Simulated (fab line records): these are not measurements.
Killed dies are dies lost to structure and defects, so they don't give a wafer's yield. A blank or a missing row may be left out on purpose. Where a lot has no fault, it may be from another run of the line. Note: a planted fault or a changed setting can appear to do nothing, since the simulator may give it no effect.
Chamber matching + flow n5Finfet + rieDiel-01 running N5_BEOL_M14_TRENCH_ETCH_34: 4 sister chambers
The step etches SiO2 in C4F8/O2/Ar, target depth 556.65 nm, time 126.9 s. 18 wafers are shown with their chamber, then 9 later ones without.

== WAFERS, EACH WITH ITS CHAMBER ==
| wafer  | chamber | rfVppV (V) | showerheadPlenumPTorr (Torr) | drypumpMotorCurrentA (A) |
|--------|---------|------------|------------------------------|--------------------------|
| L075.2 | 0       | 2226       | 3.65                         | 5.9                      |
| L075.4 | 2       | 2187       | 3.57                         | 6.0                      |
| L075.5 | 1       | 2226       | 3.53                         | 5.3                      |
| L078.1 | 3       | 2160       | 3.49                         | 5.2                      |
| L078.4 | 1       | 2224       | 3.53                         | 5.3                      |
| L078.5 | 0       | 2226       | 3.65                         | 5.9                      |
| L077.1 | 0       | 2226       | 3.65                         | 5.9                      |
| L077.5 | 0       | 2226       | 3.65                         | 5.9                      |
| L077.6 | 3       | 2161       | 3.49                         | 5.3                      |
| L079.1 | 0       | 2226       | 3.64                         | 5.9                      |
| L079.2 | 2       | 2187       | 3.56                         | 5.9                      |
| L079.3 | 3       | 2159       | 3.49                         | 5.2                      |
| L082.3 | 2       | 2186       | 3.56                         | 5.9                      |
| L082.5 | 0       | 2226       | 3.64                         | 5.9                      |
| L082.6 | 2       | 2185       | 3.56                         | 5.9                      |
| L083.1 | 0       | 2223       | 3.64                         | 5.9                      |
| L083.3 | 2       | 2184       | 3.55                         | 5.9                      |
| L083.5 | 3       | 2158       | 3.48                         | 5.3                      |

SIGNATURES (averages over the wafers above)
| reading               | chamber 0 | chamber 1 | chamber 2 | chamber 3 | scatter within a chamber |
|-----------------------|-----------|-----------|-----------|-----------|--------------------------|
| rfVppV                | 2225.57   | 2225.00   | 2185.80   | 2159.50   | 1.24                     |
| showerheadPlenumPTorr | 3.6457    | 3.5300    | 3.5600    | 3.4875    | 0.00565                  |
| drypumpMotorCurrentA  | 5.900     | 5.300     | 5.920     | 5.250     | 0.0359                   |
Rule: for each reading, subtract the chamber's mean from the wafer's reading, divide by that reading's scatter and square the result; add these up over the readings and take the root, which gives the wafer's distance from the chamber. The wafer belongs to the nearest chamber; if the next one is less than 2 further off, it can't be placed. The scatter is the square root of a quotient: the sum, over the shown wafers, of each reading's squared deviation from its chamber's mean, divided by wafers minus chambers.

== WAFERS WITH NO CHAMBER GIVEN ==
| wafer  | rfVppV (V) | showerheadPlenumPTorr (Torr) | drypumpMotorCurrentA (A) |
|--------|------------|------------------------------|--------------------------|
| L084.3 | 2225       | 3.63                         | 5.9                      |
| L084.5 | 2223       | 3.52                         | 5.3                      |
| L084.6 | 2223       | 3.63                         | 5.9                      |
| L085.3 | 2158       | 3.48                         | 5.2                      |
| L085.4 | 2187       | 3.55                         | 5.9                      |
| L085.6 | 2224       | 3.52                         | 5.3                      |
| L096.1 | 2222       | 3.63                         | 5.9                      |
| L096.2 | 2157       | 3.47                         | 5.2                      |
| L096.4 | 2223       | 3.51                         | 5.3                      |

== CHAMBER TAKEN BY EACH ==
| wafer  | from the rows above | in truth |
|--------|---------------------|----------|
| L084.3 | 0                   | 0        |
| L084.5 | 1                   | 1        |
| L084.6 | 0                   | 0        |
| L085.3 | 3                   | 3        |
| L085.4 | 2                   | 2        |
| L085.6 | 1                   | 1        |
| L096.1 | 0                   | 0        |
| L096.2 | 3                   | 3        |
| L096.4 | 1                   | 1        |
Correct placement for 9 of the 9. Not placeable from these rows: 0. 0 placed wrongly.
